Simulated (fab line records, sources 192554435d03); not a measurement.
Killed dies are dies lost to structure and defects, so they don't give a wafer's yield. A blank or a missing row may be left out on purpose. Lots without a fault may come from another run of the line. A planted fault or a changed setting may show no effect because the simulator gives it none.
fab line records | flow n5_finfet
record lots=4 wafers=12 last_day=17
route steps=1938 shown BEOL_M5@1167 BEOL_M6@1194 PASSIVATION@1936
lots that met no fault: from a run of the same line without faults
start_h: hours from the record's first day to the start of the lot's first wafer shown | wait_h: hours since the lot's step before | " the same as in the row above | L1.1+2: a row that stands for several wafers | - no value, or no start given | * or withheld: withheld | < > ~ a bound
route shown NAME@n: a module of which the file shows steps, and the number in the route of the first | usual: mean/standard deviation of fault-free wafers | same: alike in all rows | chamber/n: place in a boat | sites: the reading at each site | _std_site: their standard deviation | _edge_site: outer sites' mean less inner sites' | radius_mm: how far each site lies from the wafer's centre | mask NAME#n: copy n | behind: the tool/chamber that last shaped the wafer | hold: why the lot was held/for how many hours/how that ended | device: the transistor (n, p or np) that didn't switch | end of line: the same wafers' tests at the end of the route | a step without rows: its recipe alone | killed: dies lost to structure and defects at the first sort, not the wafer's yield | map: a wafer's dies, x killed, . not, _ none there
set.NAME: the setting as run; set.NAME@STEP: as run at that earlier step | model.NAME: the simulator's own value behind a step, which no gauge read
lots at some steps of the route; a table a step, a row a wafer
services: from which hour (start_h, from the record's first day; less than 0 if before it) a tool's chamber was out of use, for how many hours, and why
## steps
# step N5_BEOL_M5_SRD_43
# recipe time_s=30 temp_c=23 rinse_liquid=diw dry=ipa_marangoni
# step N5_BEOL_M5_CURE_80
# recipe temp_c=370 time_s=120 ambient=DMADMS/He material=SiCOH_lowk
# step N5_BEOL_M5_DEGAS_44
# recipe ambient=vacuum temp_c=250 time_s=60
# step N5_BEOL_M5_PRE_CLEAN_45
# recipe gas=H2/He time_s=30 temp_c=250
# step N5_BEOL_M5_ALD_86
# recipe material=TaN target_thk_a=* temp_c=275 ald_precursor_family=PDMAT ald_co_reactant=NH3 pressure_torr=3 carrier_flow_sccm=1500 pulse_time_s=2 purge_time_s=3 co_reactant_purge_time_s=2 co_reactant_pulse_time_s=3 ald_cycles=30 precursor_vessel_temp_c=75 precursor_vessel_pressure_torr=26.25 precursor_vessel_carrier_sccm=1000
# step N5_BEOL_M5_SURFACE_TREAT_87
# recipe gas=Ar time_s=* ion_energy_ev=* ion_current_ma_cm2=0.5 pressure_mtorr=* ar_flow_sccm=30
# step N5_BEOL_M5_CVD_47
# recipe material=Co target_thk_a=30 temp_c=withheld precursor=CCTBA/H2 pressure_torr=30 time_s=216
# step N5_BEOL_M5_SPUTTER_48
# recipe material=Cu target_thk_a=150 temp_c=-20 chamber_pressure_pa=0.07 power_w=withheld time_s=27.62
# step N5_BEOL_M5_ANNEAL_49
# recipe temp_c=400 time_s=1800 ambient=vacuum
# step N5_BEOL_M5_SPUTTER_81
# recipe material=Cu target_thk_a=150 temp_c=-20 chamber_pressure_pa=0.07 power_w=withheld time_s=27.62
# step N5_BEOL_M5_ANNEAL_82
# recipe temp_c=400 time_s=1800 ambient=vacuum
# step N5_BEOL_M5_SPUTTER_83
# recipe material=Cu target_thk_a=150 temp_c=-20 chamber_pressure_pa=0.07 power_w=withheld time_s=27.62
# usual chamber_pressure_pa=0.07/0.00013 chuck_sensor_temp_C=-15.8/0.49 substrate_temp_c=-20.01/0.11 throttle_valve_pct=29.9/1.4
# columns lot.wafer tool chamber start_h wait_h chamber_pressure_pa chuck_sensor_temp_C substrate_temp_c throttle_valve_pct
L338.2 pvd_sputter-02 - 236.60 0.5 0.07024 -16.2 -19.82 30.4
L338.4 " - " " 0.07005 -15.8 -20.06 30.2
L338.5 " - " " 0.07002 -15.2 -19.90 32.3
L341.2 pvd_sputter-02 - 245.83 0.5 0.06994 -16.7 -20.05 30.0
L341.4 " - " " 0.06997 -15.0 -20.13 32.0
L341.5 " - " " 0.06972 -15.8 -19.96 30.3
L344.3 pvd_sputter-03 - 284.86 0.5 0.0699 -15.8 -20.19 28.9
L344.4 " - " " 0.06986 -15.8 -20.07 32.0
L344.6 " - " " 0.06993 -16.1 -20.04 28.8
L352.1 pvd_sputter-02 - 322.63 0.5 0.07038 -16.4 -20.02 30.1
L352.4 " - " " 0.06989 -15.8 -20.01 30.5
L352.6 " - " " 0.07029 -16.6 -20.03 29.9
# step N5_BEOL_M5_ANNEAL_84
# recipe temp_c=400 time_s=1800 ambient=vacuum
# step N5_BEOL_M5_SPUTTER_88
# recipe material=Cu target_thk_a=150 temp_c=-20 chamber_pressure_pa=0.07 power_w=withheld time_s=27.62
# step N5_BEOL_M5_ANNEAL_89
# recipe temp_c=400 time_s=1800 ambient=vacuum
# step N5_BEOL_M5_SPUTTER_90
# recipe material=Cu target_thk_a=45 temp_c=-20 chamber_pressure_pa=0.07 power_w=withheld time_s=8.29
# step N5_BEOL_M5_ECD_50
# recipe material=Cu target_thk_a=3000
# step N5_BEOL_M5_ANNEAL_51
# recipe temp_c=225 time_s=90 ambient=N2
# step N5_BEOL_M5_CMP_52
# recipe stop_on=SiCOH_lowk t_overpolish_s=6.9 down_force_psi=1 platen_rpm=50 clearing_platen_down_force_psi=1.5 clearing_platen_rpm=50 post_cmp_clean=cu_alkaline target_thk_nm=62 clearing_platen_pad_velocity_m_s=0.99484 pad_velocity_m_s=0.99484
# step N5_BEOL_M5_PRE_CLEAN_77
# recipe gas=NH3/H2 time_s=15 temp_c=* rf_power_w=300
# step N5_BEOL_M5_CO_CAP_78
# recipe material=Co target_thk_a=20 temp_c=200 precursor=CCTBA/H2 pressure_torr=30 time_s=102.1
# step N5_BEOL_M5_PRE_CLEAN_55
# recipe gas=NH3 time_s=15 temp_c=withheld rf_power_w=300
# step N5_BEOL_M5_DEP_56
# recipe material=SiCN target_thk_a=80 temp_c=withheld precursor=3MS/NH3 pressure_torr=3 rf_w=202 time_s=14
# step N5_BEOL_M6_ILD_DEP_00
# recipe material=SiCOH_lowk target_thk_a=1797.5 temp_c=300 precursor=DEMS/porogen pressure_torr=5 rf_w=500 time_s=33.4
# step N5_BEOL_M6_CURE_74
# recipe temp_c=385 time_s=240 ambient=He/Ar material=SiCOH_lowk
# step N5_BEOL_M6_PECVD_70
# recipe material=SiO2 target_thk_a=200 temp_c=400 precursor=TEOS/O2 pressure_torr=5.5 rf_w=450 teos_flow_sccm=53.8 gas=O2 flow_sccm=3000 time_s=22.7
# step N5_BEOL_M6_HM_DEP_02
# recipe material=TiN target_thk_a=200 temp_c=25 chamber_pressure_pa=0.49996
# step N5_BEOL_M6_COAT_59
# recipe resist=SOC temp_c=250 time_s=60 spin_rpm=1500 resist_thk_nm=100
# step N5_BEOL_M6_COAT_60
# recipe resist=SiARC temp_c=220 time_s=60 spin_rpm=1500 resist_thk_nm=35
# step N5_BEOL_M6_COAT_05
# recipe resist=CAR-ArF spin_rpm=1500 resist_thk_nm=90
# step N5_BEOL_M6_EBR_07
# recipe solvent=PGMEA ebr_width_mm=1.5
# step N5_BEOL_M6_SOFTBAKE_06
# recipe temp_c=110 time_s=60 resist=CAR-ArF
# step N5_BEOL_M6_EXPOSE_08
# recipe mask_id=M6 na=1.35 source_shape=dipole sigma_inner=0.817 sigma_outer=0.97 polarization=te dose_mj=68.25
# step N5_BEOL_M6_PEB_09
# recipe peb_temp_c=withheld peb_time_s=60 resist=CAR-ArF
# step N5_BEOL_M6_DEVELOP_10
# recipe develop_time_s=30 developer=TMAH resist=CAR-ArF rinse_liquid=diw dry=air_spin dev_temp_c=23
# step N5_PASSIVATION_PROBE_49
# usual defect_limited_yield=91.1/1.5 killed_at_M0_to_M3=35/9.5 killed_at_M4_up=13/5.2 killed_at_contacts=12/6.1 killed_at_front_end=41/14 killed_at_other=3.8/2.9 killed_dies=105/17 killed_open=70/13 killed_short=33/8.4 sort_bin_5_function=5.1/0.97 sort_bin_6_memory=3.4/0.69 sort_n_pass=1075/17 sort_yield_pct=91.1/1.5
# same gross_dies=1180 killed_at_back_side=0 sort_bin_4_leakage[%]=0 sort_bin_8_speed[%]=0
# columns lot.wafer tool chamber start_h wait_h defect_limited_yield[%] killed_at_M0_to_M3 killed_at_M4_up killed_at_contacts killed_at_front_end killed_at_other killed_dies killed_open killed_short sort_bin_5_function[%] sort_bin_6_memory[%] sort_n_pass sort_yield_pct[%]
L338.2 prober-01 - 332.22 0.1 89.2 34 67 6 19 1 127 57 13 7.1 2.5 1053 89.2
L338.4 prober-01 - 332.32 0.2 84.7 34 103 9 30 5 181 52 33 10.6 3.6 999 84.7
L338.5 prober-01 - 332.37 0.2 86.0 21 100 6 31 7 165 55 18 8.6 4.0 1015 86.0
L341.2 prober-02 - 337.69 0.1 84.5 21 100 10 51 1 183 63 25 10.6 3.6 997 84.5
L341.4 prober-02 - 337.79 0.2 84.3 24 105 6 45 5 185 65 26 9.2 5.0 995 84.3
L341.5 prober-02 - 337.84 0.2 82.6 20 105 7 71 2 205 81 28 12.0 4.2 975 82.6
L344.3 prober-01 - 374.07 0.1 89.1 32 11 19 63 4 129 82 41 6.7 3.7 1051 89.1
L344.4 prober-01 - 374.12 0.2 90.3 33 8 9 55 9 114 73 40 5.3 4.0 1066 90.3
L344.6 prober-01 - 374.22 0.3 88.5 39 17 19 58 3 136 80 51 6.3 4.8 1044 88.5
L352.1 prober-01 - 416.79 0.0 93.1 20 11 16 26 8 81 60 18 4.2 2.6 1099 93.1
L352.4 prober-01 - 416.94 0.2 93.1 28 4 24 15 11 82 50 31 3.9 3.0 1098 93.1
L352.6 prober-01 - 417.04 0.3 93.7 27 7 12 22 6 74 48 24 3.8 2.2 1106 93.7
# killed by level:class
L338.2 BEOL_M5:unspecified=55 BEOL_M2:geometric_particle:open=12 DUMMY_GATE:geometric_particle:open=6 MOL_CONTACT_COAG:geometric_particle:open=5 BEOL_M0_SAQP:geometric_particle:open=5 BEOL_M1:geometric_particle:open=5 BEOL_M3:geometric_particle:open=5 BEOL_M0_SAQP:geometric_particle:short=4
L338.4 BEOL_M5:unspecified=96 STI_FIN_REVEAL:geometric_particle:open=13 BEOL_M1:geometric_particle:open=9 BEOL_M0_SAQP:geometric_particle:short=8 BEOL_M0_SAQP:geometric_particle:open=8 MOL_CONTACT_COAG:geometric_particle:open=7 STI_FIN_REVEAL:geometric_particle:short=4 BEOL_M1:geometric_particle:short=4
L338.5 BEOL_M5:unspecified=90 DUMMY_GATE:geometric_particle:open=8 BEOL_M2:geometric_particle:open=7 MOL_CONTACT_COAG:geometric_particle:open=6 BEOL_M5:geometric_particle:open=6 STI_FIN_REVEAL:geometric_particle:open=4 PAD_METAL:geometric_particle:short=4 ILD0:geometric_particle:open=3
L341.2 BEOL_M5:unspecified=95 STI_FIN_REVEAL:geometric_particle:open=14 FIN_SAQP:geometric_particle:short=10 MOL_CONTACT_COAG:geometric_particle:open=10 FIN_SAQP:geometric_particle:open=6 DUMMY_GATE:geometric_particle:open=5 BEOL_M0_SAQP:geometric_particle:short=5 BEOL_M2:geometric_particle:open=5
L341.4 BEOL_M5:unspecified=92 STI_FIN_REVEAL:geometric_particle:open=11 FIN_SAQP:geometric_particle:open=9 FIN_SAQP:geometric_particle:short=8 BEOL_M4:geometric_particle:open=7 MOL_CONTACT_COAG:geometric_particle:open=6 BEOL_M1:geometric_particle:open=5 BEOL_M3:geometric_particle:open=5
L341.5 BEOL_M5:unspecified=95 STI_FIN_REVEAL:geometric_particle:open=33 FIN_SAQP:geometric_particle:short=12 FIN_SAQP:geometric_particle:open=10 MOL_CONTACT_COAG:geometric_particle:open=7 STI_FIN_REVEAL:geometric_particle:short=6 BEOL_M2:geometric_particle:open=5 DUMMY_GATE:geometric_particle:open=4
L344.3 MOL_CONTACT_COAG:geometric_particle:open=17 STI_FIN_REVEAL:geometric_particle:open=14 BEOL_M3:geometric_particle:open=10 GATE_CUT:geometric_particle:open=8 FIN_SAQP:geometric_particle:short=7 GATE_CUT:geometric_particle:short=7 DUMMY_GATE:geometric_particle:open=5 ILD0:geometric_particle:short=5
L344.4 STI_FIN_REVEAL:geometric_particle:open=10 GATE_CUT:geometric_particle:short=10 FIN_SAQP:geometric_particle:open=8 MOL_CONTACT_COAG:geometric_particle:open=8 BEOL_M3:geometric_particle:short=8 BEOL_M3:geometric_particle:open=7 FIN_SAQP:geometric_particle:short=6 GATE_CUT:geometric_particle:open=6
L344.6 MOL_CONTACT_COAG:geometric_particle:open=17 BEOL_M3:geometric_particle:open=10 STI_FIN_REVEAL:geometric_particle:open=9 BEOL_M3:geometric_particle:short=9 FIN_SAQP:geometric_particle:short=8 GATE_CUT:geometric_particle:short=6 FIN_SAQP:geometric_particle:open=5 STARTING-WAFER:geometric_particle:short=5
L352.1 MOL_CONTACT_COAG:geometric_particle:open=13 STI_FIN_REVEAL:geometric_particle:open=7 BEOL_M2:geometric_particle:open=6 FIN_SAQP:geometric_particle:open=5 BEOL_M8:geometric_particle:open=4 MIM_TOP:geometric_particle:open=4 DUMMY_GATE:geometric_particle:open=3 BEOL_M1:geometric_particle:open=3
L352.4 MOL_CONTACT_COAG:geometric_particle:open=18 MOL_CONTACT_COAG:geometric_particle:short=6 BEOL_M0_SAQP:geometric_particle:short=6 BEOL_M0_SAQP:geometric_particle:open=6 BEOL_M3:geometric_particle:open=5 BEOL_M0:geometric_particle:short=4 MIM_TOP:geometric_particle:short=4 STI_FIN_REVEAL:geometric_particle:open=3
L352.6 MOL_CONTACT_COAG:geometric_particle:open=11 BEOL_M3:geometric_particle:open=9 GATE_CUT:geometric_particle:short=5 BEOL_M0_SAQP:geometric_particle:open=4 BEOL_M1:geometric_particle:open=4 DUMMY_GATE:geometric_particle:open=3 BEOL_M0_SAQP:geometric_particle:short=3 BEOL_M2:geometric_particle:short=3
# map L338.4 (x killed, . not)
_________________...x........________________
______________.................._____________
___________.......x........x.......__________
__________...............x....x....._________
________......................x......._______
_______.........................x.x....______
______................x.x.......x...x..._____
_____......xxx.....x.....................____
____......x..........................x....___
___..............................x.........__
___.......x..x....x........x....x..........__
__..x.........x......x......x.....x...x...x._
__.....x..x.xxx.........x..........x...x..x._
_..x...xxxxxxxxxx...x........................
_.....xxxxxxxxxxx............................
_...x.xxxxxxxxxxxx..x....x...................
_..x..xxxxxxxxxxxxx.....x....xx..x.......x.x.
_.xx...xxxxxxxxxxx............x..............
_....xxxxxxxxxxxx...x.........x.....x...x....
_..x....xxxxxxxx...........x.x.............x.
_.....xx.xxxxxx.x..............x....x..x.....
__...x.....xx......x.............x.x........_
__.........x...x............x......x........_
___............x............x..............__
___x..............x.....................x..__
____......................x...............___
_____......x........................x.x..____
______..x................xx............._____
_______...........x....................______
________.............................._______
__________.............x.......x...._________
___________..x........x..........x.__________
______________.................._____________
_________________........x...________________
# map L341.5 (x killed, . not)
_________________..x..x......________________
______________..........x.x..x.._____________
___________..........xx............__________
__________....................x..x.._________
________........x....x....x...x.x....._______
_______.x........x.....................______
______.....x...................xx......._____
_____.x................x.................____
____..x......x.................xxx........___
___....x......................x.........x..__
___..x....x................x......x........__
__.........x....xxx.x.........x...x........._
__.x......xxxx.x......................x....._
_.....xxxxxxxx...x................x..........
_......xxxxxxxxx.x...xx...x........x........x
_.x...xx.xxxxxxxxx.....x..x..x....x..........
_......xxxxxxxxxx.x..........................
_....x.xxxxxxxxxx.x.............x.....xx.x...
_.......xxxxxxx.xxx....x.....................
_.....xxxxxxxxx.xx....................xx.....
_....x.x.xxxxxxxx..........x................x
__..x.....x.x.x.....................x......x_
__....x....xx...x...x.....x....x.....x...x.._
___.x..........x.........x.....x.x.......x.__
___x.................................x...x.__
____.x..........xx........xx...x..........___
_____.....x....x..................x..x...____
______........x........x.........x......_____
_______............x...x......x.....x..______
________.............x......x....xx.x._______
__________......x...........x......x_________
___________.........xx.........x...__________
______________................x._____________
_________________...x........________________
## services
# columns tool chamber start_h hours kind
pvd_sputter-03 - 229.48 0.6 repair
## key
first_sign step=N5_PASSIVATION_PROBE_49 reading=killed_at_M4_up direction=up sigmas=16 usual=13 struck=97
effect step=N5_PASSIVATION_PROBE_49 reading=defect_limited_yield direction=down sigmas=4 usual=91.1 struck=85.2
more_kills_born_at N5_BEOL_M5_SPUTTER_83@pvd_sputter-02=523
met_at N5_BEOL_M5_SPUTTER_83
struck_wafers L338.2,L338.4,L338.5,L341.2,L341.4,L341.5
fault kind=chamber_particle_source tool=pvd_sputter-02 chamber=- onset_h=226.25 steps=N5_BEOL_M5_SPUTTER_83 rate_per_visit_cm2=0.43246 end_h=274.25
